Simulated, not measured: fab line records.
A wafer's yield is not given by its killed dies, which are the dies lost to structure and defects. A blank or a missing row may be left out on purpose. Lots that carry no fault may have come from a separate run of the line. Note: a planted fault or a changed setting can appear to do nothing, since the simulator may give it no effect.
Matching of chambers -- flow nandHarc -- 4 sister chambers for NHARC_HYBRID_BOND_ACTIVATE_00 on rieDiel-12
The step chemistry N2, time 60 s. 8 wafers are shown with their chamber, then 10 later ones without.

## WAFERS, EACH WITH ITS CHAMBER
wafer,chamber,drypumpMotorCurrentA (A),oesProductAu (a.u.)
L525.2,3,5.0,0.987
L525.4,0,5.7,1.016
L525.6,2,6.1,0.990
L528.1,3,5.0,0.993
L528.3,1,5.1,1.018
L528.4,0,5.7,0.995
L529.1,1,5.1,1.012
L529.2,2,6.2,0.987

## WAFERS WITH NO CHAMBER GIVEN
wafer,drypumpMotorCurrentA (A),oesProductAu (a.u.)
L529.3,5.0,0.988
L537.1,5.0,0.984
L537.3,5.2,1.004
L537.5,6.1,0.988
L538.1,5.7,0.995
L538.3,5.0,0.983
L538.6,5.0,0.993
L541.1,6.2,0.985
L541.2,5.2,0.997
L541.6,5.0,0.980

## THE CHAMBER EACH PASSED THROUGH
wafer,from the rows above,in truth
L529.3,3,3
L537.1,3,3
L537.3,1,1
L537.5,2,2
L538.1,0,0
L538.3,3,3
L538.6,3,3
L541.1,2,2
L541.2,1,1
L541.6,3,3
Correct placement for 10 of the 10. Not placeable from these rows: 0. Number placed wrongly: 0.
How it was worked out, from the rows above alone: a wafer's distance from a chamber is the root of the sum, over the readings, of the square of ((its reading less the chamber's mean) divided by the reading's scatter). The wafer belongs to the nearest chamber; if the next one is less than 2 further off, it can't be placed. The mean given for a chamber averages the wafers shown for that chamber. The scatter is the square root of a quotient: the sum, over the shown wafers, of each reading's squared deviation from its chamber's mean, divided by wafers minus chambers.
